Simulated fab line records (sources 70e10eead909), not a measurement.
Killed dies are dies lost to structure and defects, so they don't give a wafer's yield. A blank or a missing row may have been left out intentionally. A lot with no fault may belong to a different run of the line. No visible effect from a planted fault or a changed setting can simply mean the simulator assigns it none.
Chamber matching / flow nand_harc / ald_metal-02 running NHARC_A_CONTACT_ALD_18: 4 sister chambers
The step deposits TiN, target thk 3 nm, pulse time 1 s, ald cycles 150. 14 wafers are shown with their chamber, then 7 later ones without.

== WAFERS PAIRED WITH THEIR CHAMBERS ==
wafer=L654.2; chamber=0; heater_power_w (W)=1141; precursor_pulse_height_rel=1.031
wafer=L654.4; chamber=1; heater_power_w (W)=1017; precursor_pulse_height_rel=0.976
wafer=L654.6; chamber=1; heater_power_w (W)=1031; precursor_pulse_height_rel=0.984
wafer=L658.1; chamber=1; heater_power_w (W)=1000; precursor_pulse_height_rel=0.997
wafer=L658.2; chamber=3; heater_power_w (W)=1024; precursor_pulse_height_rel=1.021
wafer=L658.6; chamber=1; heater_power_w (W)=1028; precursor_pulse_height_rel=1.004
wafer=L660.1; chamber=3; heater_power_w (W)=1017; precursor_pulse_height_rel=0.998
wafer=L660.2; chamber=1; heater_power_w (W)=1034; precursor_pulse_height_rel=0.978
wafer=L660.4; chamber=2; heater_power_w (W)=1000; precursor_pulse_height_rel=0.994
wafer=L663.2; chamber=2; heater_power_w (W)=1019; precursor_pulse_height_rel=1.009
wafer=L663.3; chamber=3; heater_power_w (W)=1059; precursor_pulse_height_rel=1.022
wafer=L663.4; chamber=1; heater_power_w (W)=1024; precursor_pulse_height_rel=1.045
wafer=L667.1; chamber=3; heater_power_w (W)=1054; precursor_pulse_height_rel=0.979
wafer=L667.2; chamber=2; heater_power_w (W)=988; precursor_pulse_height_rel=0.988

SIGNATURES, as means of the wafers listed above
reading=heater_power_w; chamber 0=1141.00; chamber 1=1022.33; chamber 2=1002.33; chamber 3=1038.50; scatter within a chamber=16.1
reading=precursor_pulse_height_rel; chamber 0=1.03100; chamber 1=0.99733; chamber 2=0.99700; chamber 3=1.00500; scatter within a chamber=0.022
Rule: a wafer lies at a distance from a chamber equal to the root of the sum of squares, over the readings, of (its reading less the chamber's mean, divided by the reading's scatter). If the next closest chamber is less than 2 further off than the closest, the wafer can't be placed; otherwise it belongs to the closest. The scatter: take each reading less its chamber's mean, square it, sum over the shown wafers, divide by the number of wafers less the number of chambers, and take the root.

== WAFERS WITH NO CHAMBER GIVEN ==
wafer=L667.3; heater_power_w (W)=1123; precursor_pulse_height_rel=0.990
wafer=L670.3; heater_power_w (W)=1121; precursor_pulse_height_rel=1.008
wafer=L670.6; heater_power_w (W)=1045; precursor_pulse_height_rel=1.005
wafer=L671.4; heater_power_w (W)=1135; precursor_pulse_height_rel=0.987
wafer=L671.5; heater_power_w (W)=1052; precursor_pulse_height_rel=0.999
wafer=L673.4; heater_power_w (W)=1001; precursor_pulse_height_rel=0.979
wafer=L673.6; heater_power_w (W)=1129; precursor_pulse_height_rel=0.994

== EACH ONE'S CHAMBER ==
wafer=L667.3; from the rows above=0; in truth=0
wafer=L670.3; from the rows above=0; in truth=0
wafer=L670.6; from the rows above=can't be placed: 3 or 1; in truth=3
wafer=L671.4; from the rows above=0; in truth=0
wafer=L671.5; from the rows above=can't be placed: 3 or 1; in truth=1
wafer=L673.4; from the rows above=can't be placed: 2 or 1 or 3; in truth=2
wafer=L673.6; from the rows above=0; in truth=0
Correctly placed: 4 of 7. Can't be placed from these rows: 3 (the true chamber is among the candidates in 3). Placed wrongly: 0.
